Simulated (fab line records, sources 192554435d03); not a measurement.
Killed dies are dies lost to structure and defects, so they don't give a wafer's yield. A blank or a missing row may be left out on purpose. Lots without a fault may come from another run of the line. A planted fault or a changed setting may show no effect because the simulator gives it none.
Chamber matching | flow n5_finfet | N5_FIN_SAQP_PECVD_47 on pecvd-03: 3 sister chambers
The step deposits a-Si from SiH4/He, target thk 45 nm, time 36.3 s. 18 wafers are shown with their chamber, then 9 later ones without.

WAFERS WITH THEIR CHAMBER
wafer  | chamber | throttle_valve_pct (%) | showerhead_plenum_p_Torr (Torr) | heater_power_w (W)
L074.3 | 0       | 18.0                   | 5.632                           | 938
L074.5 | 2       | 18.0                   | 5.660                           | 636
L074.6 | 1       | 16.8                   | 5.610                           | 886
L078.1 | 2       | 18.1                   | 5.659                           | 730
L078.3 | 1       | 16.7                   | 5.617                           | 922
L078.6 | 1       | 16.6                   | 5.606                           | 898
L079.1 | 1       | 16.7                   | 5.621                           | 1003
L079.3 | 0       | 17.9                   | 5.649                           | 850
L079.5 | 0       | 18.0                   | 5.658                           | 866
L080.1 | 0       | 17.8                   | 5.638                           | 838
L080.2 | 1       | 16.5                   | 5.613                           | 1009
L080.4 | 0       | 18.0                   | 5.650                           | 854
L081.2 | 0       | 18.1                   | 5.655                           | 868
L081.5 | 0       | 18.0                   | 5.663                           | 898
L081.6 | 1       | 16.9                   | 5.620                           | 920
L082.1 | 0       | 17.9                   | 5.655                           | 855
L082.2 | 1       | 16.7                   | 5.622                           | 927
L082.3 | 2       | 18.2                   | 5.656                           | 750

SIGNATURES (means of the wafers above)
reading                  | chamber 0 | chamber 1 | chamber 2 | scatter within a chamber
throttle_valve_pct       | 17.962    | 16.700    | 18.100    | 0.109
showerhead_plenum_p_Torr | 5.65000   | 5.61557   | 5.65833   | 0.00809
heater_power_w           | 870.88    | 937.86    | 705.33    | 44
Rule: a wafer's distance from a chamber is the root of the sum, over the readings, of the square of ((its reading less the chamber's mean) divided by the reading's scatter). The wafer belongs to the nearest chamber; if the next one is less than 2 further off, it can't be placed. The scatter: the root of (the sum of the squares of (reading less its chamber's mean) over the shown wafers, divided by (wafers less chambers)).

WAFERS WITHOUT THEIR CHAMBER
wafer  | throttle_valve_pct (%) | showerhead_plenum_p_Torr (Torr) | heater_power_w (W)
L091.1 | 16.5                   | 5.622                           | 1012
L091.2 | 18.5                   | 5.669                           | 719
L091.6 | 16.9                   | 5.608                           | 1007
L092.1 | 18.1                   | 5.657                           | 707
L092.3 | 16.5                   | 5.617                           | 992
L092.4 | 16.5                   | 5.611                           | 1025
L096.2 | 17.9                   | 5.637                           | 859
L096.4 | 18.0                   | 5.645                           | 852
L096.5 | 16.5                   | 5.631                           | 905

WHICH CHAMBER EACH WENT THROUGH
wafer  | from the rows above | in truth
L091.1 | 1                   | 1
L091.2 | 2                   | 2
L091.6 | 1                   | 1
L092.1 | 2                   | 2
L092.3 | 1                   | 1
L092.4 | 1                   | 1
L096.2 | 0                   | 0
L096.4 | 0                   | 0
L096.5 | 1                   | 1
Placed correctly: 9 of 9. Can't be placed from these rows: 0. Placed wrongly: 0.
